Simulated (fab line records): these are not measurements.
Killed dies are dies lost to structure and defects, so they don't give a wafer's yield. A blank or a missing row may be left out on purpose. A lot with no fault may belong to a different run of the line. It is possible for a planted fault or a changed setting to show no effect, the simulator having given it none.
Which tool did it?	flow nand harc	72 wafers from 24 lots sampled at 6 of the route's 1302 steps

## WHAT EACH GAUGE READ, for each wafer
The record holds no reading of a measuring or inspecting step that can be judged against a usual standard deviation.

## WHAT TOOL EACH LOT RAN ON (gives the tool, then ch and the chambers of the sampled wafers, and finally the start)
lot	NHARC_A_CONTACT_ETCH_128	NHARC_A_CONTACT_ETCH_129	NHARC_A_CONTACT_ETCH_31	NHARC_A_CONTACT_ETCH_135	NHARC_A_CONTACT_ETCH_92	NHARC_A_BLC_ALD_23
L074	har cap etch-02 ch 0,1, day 22 03:58	har cap etch-02 ch 0,1, day 22 04:08	rie diel-04 ch 0,2,3, day 22 13:25 or earlier	har cap etch-01 ch 0,1, day 22 13:25	rie diel-05 ch 1,2,3, day 22 15:03	ald metal-04 ch 1,2,3, day 22 20:13
L075	har cap etch-02 ch 0,1, day 22 06:00	har cap etch-02 ch 0,1, day 22 06:11	rie diel-05 ch 1,2,3, day 22 15:14 or earlier	har cap etch-03 ch 0,1, day 22 15:14	rie diel-04 ch 0,1,2, day 22 16:53	ald metal-03 ch 0,2,3, day 22 22:04
L076	har cap etch-03 ch 0,1, day 22 09:34	har cap etch-03 ch 0,1, day 22 09:45	rie diel-04 ch 1,2, day 22 19:13 or earlier	har cap etch-01 ch 0,1, day 22 19:13	rie diel-05 ch 1,2,3, day 22 21:13	ald metal-02 ch 0,1,3, day 23 02:43
L077	har cap etch-03 ch 0,1, day 23 01:18	har cap etch-03 ch 0,1, day 23 01:29	rie diel-01 ch 0,1,2, day 23 08:37 or earlier	har cap etch-03 ch 0,1, day 23 08:37	rie diel-05 ch 0,1,3, day 23 10:15	ald metal-02 ch 0,1,2, day 23 15:35
L078	har cap etch-01 ch 0,1, day 23 12:35	har cap etch-01 ch 0,1, day 23 12:46	rie diel-05 ch 0,1,2, day 23 19:54 or earlier	har cap etch-02 ch 0,1, day 23 19:54	rie diel-01 ch 2,3, day 23 21:34	ald metal-02 ch 0,2,3, day 24 03:20
L080	har cap etch-03 ch 0,1, day 24 10:55	har cap etch-03 ch 0,1, day 24 11:05	rie diel-05 ch 0,1,2, day 24 19:58 or earlier	har cap etch-02 ch 0,1, day 24 19:58	rie diel-01 ch 1,2,3, day 24 21:37	ald metal-03 ch 0,1,2, day 25 02:55
L079	har cap etch-01 ch 0,1, day 24 13:56	har cap etch-01 ch 0,1, day 24 14:07	rie diel-01 ch 0,1,2, day 24 21:49 or earlier	har cap etch-01 ch 0,1, day 24 21:49	rie diel-05 ch 0,1,3, day 24 23:25	ald metal-02 ch 0,1,3, day 25 04:47
L081	har cap etch-02 ch 0, day 24 22:49	har cap etch-02 ch 0, day 24 23:00	rie diel-05 ch 1,3, day 25 06:42 or earlier	har cap etch-01 ch 0,1, day 25 06:42	rie diel-04 ch 1,2, day 25 08:17	ald metal-04 ch 0,2,3, day 25 13:47
L082	har cap etch-03 ch 0,1, day 25 05:59	har cap etch-03 ch 0,1, day 25 06:10	rie diel-04 ch 0,2,3, day 25 12:43 or earlier	har cap etch-01 ch 0,1, day 25 12:43	rie diel-01 ch 0,1,2, day 25 14:20	ald metal-04 ch 0,1,2, day 25 19:43
L084	har cap etch-03 ch 0,1, day 25 21:20	har cap etch-03 ch 0,1, day 25 21:31	rie diel-04 ch 0,3, day 26 05:34 or earlier	har cap etch-03 ch 0,1, day 26 05:34	rie diel-01 ch 0,1,3, day 26 07:14	ald metal-03 ch 1,2,3, day 26 12:28
L083	har cap etch-01 ch 0,1, day 26 00:53	har cap etch-01 ch 0,1, day 26 01:04	rie diel-05 ch 0,1,2, day 26 07:59 or earlier	har cap etch-01 ch 0,1, day 26 07:59	rie diel-05 ch 0,3, day 26 09:35	ald metal-04 ch 0,2, day 26 15:05
L085	har cap etch-02 ch 0,1, day 26 04:58	har cap etch-02 ch 0,1, day 26 05:08	rie diel-05 ch 0,2,3, day 26 14:19 or earlier	har cap etch-02 ch 0,1, day 26 14:19	rie diel-05 ch 0,2,3, day 26 16:17	ald metal-02 ch 0,1,2, day 26 21:53
L086	har cap etch-02 ch 0,1, day 27 06:39	har cap etch-02 ch 0,1, day 27 06:50	rie diel-04 ch 1,3, day 27 16:25 or earlier	har cap etch-01 ch 0,1, day 27 16:25	rie diel-01 ch 0,1,2, day 27 18:04	ald metal-04 ch 1,2, day 27 23:21
L087	har cap etch-03 ch 0,1, day 27 10:11	har cap etch-03 ch 0,1, day 27 10:21	rie diel-05 ch 1,2,3, day 27 19:03 or earlier	har cap etch-02 ch 0,1, day 27 19:03	rie diel-04 ch 0,2,3, day 27 20:42	ald metal-03 ch 0,2,3, day 28 01:52
L089	har cap etch-01 ch 0,1, day 27 22:37	har cap etch-01 ch 0,1, day 27 22:47	rie diel-01 ch 0,1,3, day 28 05:26 or earlier	har cap etch-01 ch 0,1, day 28 05:26	rie diel-01 ch 0,2,3, day 28 07:05	ald metal-03 ch 0,1,3, day 28 13:05
L090	har cap etch-03 ch 0,1, day 28 00:53	har cap etch-03 ch 0,1, day 28 01:04	rie diel-05 ch 0,3, day 28 07:44 or earlier	har cap etch-03 ch 0,1, day 28 07:44	rie diel-05 ch 0,2, day 28 09:20	ald metal-04 ch 2,3, day 28 14:34
L088	har cap etch-02 ch 0,1, day 28 02:31	har cap etch-02 ch 0,1, day 28 02:42	rie diel-05 ch 0,1,3, day 28 09:25 or earlier	har cap etch-02 ch 0,1, day 28 09:25	rie diel-04 ch 0,1, day 28 11:04	ald metal-03 ch 0,1,3, day 28 16:16
L091	har cap etch-02 ch 0,1, day 29 11:30	har cap etch-02 ch 0,1, day 29 11:40	rie diel-01 ch 1,2,3, day 29 19:51 or earlier	har cap etch-02 ch 0,1, day 29 19:51	rie diel-05 ch 0,1,3, day 29 21:28	ald metal-04 ch 0,1,3, day 30 02:37
L092	har cap etch-01 ch 0,1, day 29 14:41	har cap etch-01 ch 0,1, day 29 14:52	rie diel-05 ch 1,2, day 29 23:58 or earlier	har cap etch-03 ch 0,1, day 29 23:58	rie diel-04 ch 2,3, day 30 01:35	ald metal-04 ch 1,2, day 30 06:35
L093	har cap etch-02 ch 0,1, day 30 03:47	har cap etch-02 ch 0,1, day 30 03:58	rie diel-01 ch 1,2,3, day 30 11:29 or earlier	har cap etch-01 ch 0,1, day 30 11:29	rie diel-01 ch 1,2, day 30 13:05	ald metal-02 ch 0,2,3, day 30 18:21
L094	har cap etch-01 ch 0,1, day 30 08:51	har cap etch-01 ch 0,1, day 30 09:02	rie diel-05 ch 1,2,3, day 30 15:44 or earlier	har cap etch-03 ch 0,1, day 30 15:44	rie diel-05 ch 0,2,3, day 30 17:17	ald metal-04 ch 0,1,2, day 30 22:29
L095	har cap etch-01 ch 0,1, day 30 20:59	har cap etch-01 ch 0,1, day 30 21:09	rie diel-05 ch 0,3, day 31 03:42 or earlier	har cap etch-01 ch 0,1, day 31 03:42	rie diel-05 ch 1,2,3, day 31 05:19	ald metal-04 ch 0,1, day 31 10:22
L096	har cap etch-03 ch 0,1, day 30 22:31	har cap etch-03 ch 0,1, day 30 22:41	rie diel-04 ch 0,2,3, day 31 08:07 or earlier	har cap etch-01 ch 0,1, day 31 08:07	rie diel-01 ch 0,2, day 31 09:40	ald metal-02 ch 1,2,3, day 31 14:50
L097	har cap etch-03 ch 0,1, day 31 08:41	har cap etch-03 ch 0,1, day 31 08:52	rie diel-05 ch 1,3, day 31 16:31 or earlier	har cap etch-01 ch 0, day 31 16:31	rie diel-05 ch 0,2,3, day 31 18:11	ald metal-04 ch 1,2,3, day 31 23:38
- NHARC_A_CONTACT_ETCH_128: etches the open film in C4F8/O2/Ar, time 197 s, target depth 1918 nm.
- NHARC_A_CONTACT_ETCH_129: etches the open film in C4F8/O2/Ar, time 197 s, target depth 1918 nm.
- NHARC_A_CONTACT_ETCH_31: etches the open film in O2/COS, target depth 2800 nm, time 728 s.
- NHARC_A_CONTACT_ETCH_135: etches the open film in C4F8/O2/Ar, time 311 s, target depth 1912 nm.
- NHARC_A_CONTACT_ETCH_92: etches the open film in CH3F/O2, target depth 40 nm, time 85.7 s.
- NHARC_A_BLC_ALD_23: deposits TiN, target thk 3 nm, pulse time 1 s, ald cycles 150.

## WHAT THE TOOLS THEMSELVES READ (means of the sampled wafers that have a number; where no wafer has one, the mark that the record gives instead)
NHARC_A_CONTACT_ETCH_31. Usual: drypump motor current A 5.7 A, standard deviation 0.44; oes product au 1.000 a.u., standard deviation 0.0061; rf vpp V 314.6 V, standard deviation 2.5; showerhead plenum p Torr 3.16 Torr, standard deviation 0.16; throttle valve pct 28.331 %, standard deviation 0.01.
lot	tool	drypump motor current A (A)	oes product au (a.u.)	rf vpp V (V)	showerhead plenum p Torr (Torr)	throttle valve pct (%)	flag
L074	rie diel-04	6.0	1.006	315.0	3.17	28.323	
L075	rie diel-05	5.4	1.003	316.2	3.21	28.328	
L076	rie diel-04	6.3	0.993	314.7	3.12	28.337	
L077	rie diel-01	5.7	1.002	313.3	3.12	28.328	
L078	rie diel-05	5.7	0.995	314.4	3.12	28.326	
L080	rie diel-05	5.6	0.993	313.7	3.12	28.328	
L079	rie diel-01	5.7	1.002	313.9	3.11	28.337	
L081	rie diel-05	5.1	1.001	316.7	3.32	28.333	
L082	rie diel-04	6.0	0.994	314.1	3.16	28.348	
L084	rie diel-04	6.0	1.004	313.4	3.08	28.322	
L083	rie diel-05	5.7	1.005	313.2	3.11	28.329	
L085	rie diel-05	5.7	0.996	313.5	3.13	28.331	
L086	rie diel-04	5.7	1.002	315.8	3.22	28.325	
L087	rie diel-05	5.4	0.999	315.2	3.20	28.329	
L089	rie diel-01	5.7	1.007	313.5	3.09	28.338	
L090	rie diel-05	5.7	0.999	315.3	3.18	28.332	
L088	rie diel-05	5.5	0.999	315.9	3.24	28.332	
L091	rie diel-01	5.8	1.007	315.6	3.20	28.335	
L092	rie diel-05	5.3	1.002	315.6	3.18	28.336	
L093	rie diel-01	5.8	0.999	315.0	3.20	28.330	
L094	rie diel-05	5.4	1.000	315.5	3.20	28.320	
L095	rie diel-05	5.5	0.997	316.5	3.25	28.328	
L096	rie diel-04	6.0	0.995	314.2	3.13	28.338	
L097	rie diel-05	5.1	1.007	317.0	3.30	28.321	

NHARC_A_CONTACT_ETCH_92. Usual: drypump motor current A 5.7 A, standard deviation 0.42; oes product au 0.943 a.u., standard deviation 0.028; rf vpp V 244.7 V, standard deviation 1.9; showerhead plenum p Torr 2.48 Torr, standard deviation 0.13; throttle valve pct 20.662 %, standard deviation 0.0091.
lot	tool	drypump motor current A (A)	oes product au (a.u.)	rf vpp V (V)	showerhead plenum p Torr (Torr)	throttle valve pct (%)	flag
L074	rie diel-05	5.4	0.928	246.1	2.53	20.655	
L075	rie diel-04	6.3	0.927	243.8	2.40	20.658	
L076	rie diel-05	5.3	0.925	244.3	2.53	20.668	
L077	rie diel-05	5.4	0.924	245.9	2.56	20.669	
L078	rie diel-01	6.0	0.935	247.0	2.63	20.671	
L080	rie diel-01	5.8	1.000	245.6	2.54	20.669	
L079	rie diel-05	5.5	1.000	245.5	2.56	20.663	
L081	rie diel-04	6.3	0.927	244.1	2.45	20.656	
L082	rie diel-01	5.7	0.924	244.2	2.45	20.660	
L084	rie diel-01	5.6	1.000	244.3	2.44	20.658	
L083	rie diel-05	5.7	0.958	245.2	2.50	20.655	
L085	rie diel-05	5.7	0.953	243.8	2.47	20.670	
L086	rie diel-01	5.7	1.007	244.6	2.44	20.672	
L087	rie diel-04	6.0	0.926	245.3	2.48	20.656	
L089	rie diel-01	5.9	0.923	245.2	2.52	20.663	
L090	rie diel-05	6.0	0.932	242.5	2.39	20.668	
L088	rie diel-04	6.3	0.925	242.4	2.34	20.661	
L091	rie diel-05	5.4	0.932	245.3	2.55	20.666	
L092	rie diel-04	5.8	0.923	245.4	2.57	20.666	
L093	rie diel-01	5.9	0.931	245.7	2.53	20.667	
L094	rie diel-05	5.7	0.939	243.9	2.46	20.655	
L095	rie diel-05	5.4	0.934	245.1	2.52	20.653	
L096	rie diel-01	6.0	0.921	245.3	2.51	20.663	
L097	rie diel-05	5.7	0.936	244.3	2.46	20.665	

NHARC_A_BLC_ALD_23. Usual: heater power outer w 678 W, standard deviation 46; heater power w 1032 W, standard deviation 67; precursor pulse height rel 0.999, standard deviation 0.022.
lot	tool	heater power outer w (W)	heater power w (W)	precursor pulse height rel	flag
L074	ald metal-04	716	1082	1.008	
L075	ald metal-03	648	978	1.008	
L076	ald metal-02	664	1016	1.012	
L077	ald metal-02	711	1067	1.005	
L078	ald metal-02	677	1010	1.016	
L080	ald metal-03	651	1010	1.003	
L079	ald metal-02	665	996	0.993	
L081	ald metal-04	688	1058	1.004	
L082	ald metal-04	695	1062	0.990	
L084	ald metal-03	672	1029	1.017	
L083	ald metal-04	673	1028	1.012	
L085	ald metal-02	694	1064	0.999	
L086	ald metal-04	706	1090	1.004	
L087	ald metal-03	649	1001	0.988	
L089	ald metal-03	654	977	1.035	
L090	ald metal-04	702	1074	0.995	
L088	ald metal-03	647	976	0.991	
L091	ald metal-04	717	1057	0.991	
L092	ald metal-04	677	1048	1.009	
L093	ald metal-02	661	1023	1.014	
L094	ald metal-04	674	1060	0.989	
L095	ald metal-04	695	1026	1.012	
L096	ald metal-02	664	988	0.986	
L097	ald metal-04	700	1058	1.009	

## THE ANSWER, worked out from the rows above alone
Rule: take the mean of a lot's wafers that have a number; if it is more than 3 standard deviations from the usual mean, the lot is off. Also off: a lot with no number at a reading for which 4 or more lots have one. The other lots that the step has rows for count as sound. The gauges are gone through in route order, then the tools' own readings, and for those a lot's mean is taken as printed above. At the first step where some lot is off, the reading lying furthest off is the one used; lots without a number count as furthest.
None of the lots is off at any reading shown; this tells nothing.

## WHAT THE SIMULATOR HAD PUT IN
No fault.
